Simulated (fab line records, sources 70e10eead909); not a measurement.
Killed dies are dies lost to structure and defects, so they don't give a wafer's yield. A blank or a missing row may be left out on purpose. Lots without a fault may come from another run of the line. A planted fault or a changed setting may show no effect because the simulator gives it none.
A struck lot beside a sound one | flow nand_harc | 15 steps out of a route of 1302
Sound: wafers L138.1, L138.2, L138.4. Struck: wafer L142.3. (L142.4, L142.5 of the same lot were not struck and are left out.) The cause comes at the end.
At each step with rows: each side's tool, then ch and its chambers, then its first start. Under that, the readings that differ: sound wafers | struck wafers | difference of the means | sigmas: that difference in standard deviations of wafers without a fault.
alike: readings whose means differ by less than 2 such deviations, and words and numbers that are the same on both sides. not compared: withheld readings, readings that some wafer has no value for, bounds like >300 that may hide the same value, and numbers for which the record gives no deviation and whose values overlap.
The two part at a step that has a row with sigmas, a row that says differs or no value, or rows on one side only. Numbers that don't overlap but have no deviation are shown without sigmas and don't part them. A reading that every wafer of one side lacks parts them only if that side has two wafers or more.

NHARC_A_SGD_CUT_INSPECT_11:
  sound on defect_inspect-01, day 22 04:41; struck on defect_inspect-02, day 23 18:07
  alike: raw_defect_count
NHARC_A_SGD_CUT_DESCUM_14: chemistry O2, time 3 s.
  sound on rie_diel-04 ch 0,1, day 22 04:44; struck on rie_diel-06 ch 2, day 23 18:10
  alike: chamber_pressure_mTorr, drypump_motor_current_A, oes_product_au, rf_vpp_V, showerhead_plenum_p_Torr, throttle_valve_pct
  not compared: rf_hours_counter_h
NHARC_A_SGD_CUT_ETCH_58: etches the open film in CF4, target depth 39 nm, time 65 s.
  sound on rie_diel-04 ch 0,1, day 22 04:53; struck on rie_diel-06 ch 2, day 23 18:15
  alike: bias_w, chamber_pressure_mTorr, drypump_motor_current_A, oes_product_au, rf_vpp_V, showerhead_plenum_p_Torr, throttle_valve_pct
  not compared: rf_hours_counter_h
NHARC_A_SGD_CUT_ETCH_59: etches the open film in N2/H2, target depth 260 nm, time 406.25 s.
  sound on rie_diel-04 ch 0,1, day 22 05:01; struck on rie_diel-06 ch 2
  alike: bias_w, chamber_pressure_mTorr, drypump_motor_current_A, oes_product_au, rf_vpp_V, showerhead_plenum_p_Torr, throttle_valve_pct
  not compared: rf_hours_counter_h
NHARC_A_SGD_CUT_ETCH_15: etches the open film in CH3F/O2, target depth 75 nm, time 64.3 s.
  sound on rie_diel-04 ch 0,1, day 22 05:29; struck on rie_diel-06 ch 3
  alike: bias_w, chamber_pressure_mTorr, drypump_motor_current_A, oes_product_au, rf_vpp_V, showerhead_plenum_p_Torr, throttle_valve_pct
  not compared: rf_hours_counter_h
NHARC_A_SGD_CUT_ETCH_16: etches the open film in C4F8/O2/Ar, target depth 310.5 nm, time 155.2 s.
  sound on rie_diel-04 ch 0,1, day 22 05:37; struck on rie_diel-06 ch 1
  alike: bias_w, chamber_pressure_mTorr, oes_product_au, rf_vpp_V
  not compared: rf_hours_counter_h
then, 6 steps without rows for these wafers: NHARC_A_SGD_CUT_STRIP_60 (strips in C4F8/O2/Ar); NHARC_A_SGD_CUT_STRIP_17 (strips in O2); NHARC_A_SGD_CUT_PRECLEAN_18 (cleans in SC1); NHARC_A_SGD_CUT_SRD_19; NHARC_A_SGD_CUT_DEP_20 (deposits SiO2, target thk 150 nm); NHARC_A_SGD_CUT_ANNEAL_27 (time 1800 s).
NHARC_A_SGD_CUT_CMP_21: polishes, target thk 148.19 nm.
  sound on cmp-03 ch 0,1,2, day 22 11:08; struck on cmp-03 ch 0, day 24 00:50
  reading                | sound          | struck | difference | sigmas
  time_to_endpoint_s (s) | 49.8 49.2 50.5 | 29.4   | -20.4      | -7
  alike: motor_current_A, slurry_filter_dp_kPa
NHARC_A_SGD_CUT_THK_MEAS_22: measures by ellipsometry.
  sound on film_metro-02, day 22 11:22; struck on film_metro-01, day 24 01:05
  alike: thk_nm
NHARC_END_SORT_01:
  the record has rows for the sound wafers here (prober-02 ch 0, day 27 09:11) and none for the struck ones

WHERE THEY PART
First at NHARC_A_SGD_CUT_CMP_21; last, within this record, at NHARC_END_SORT_01.

WHY: what the simulator had put in
Process parameter drift: cmp-03, from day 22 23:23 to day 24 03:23, at NHARC_A_SGD_CUT_CMP_21. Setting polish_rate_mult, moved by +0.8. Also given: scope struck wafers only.
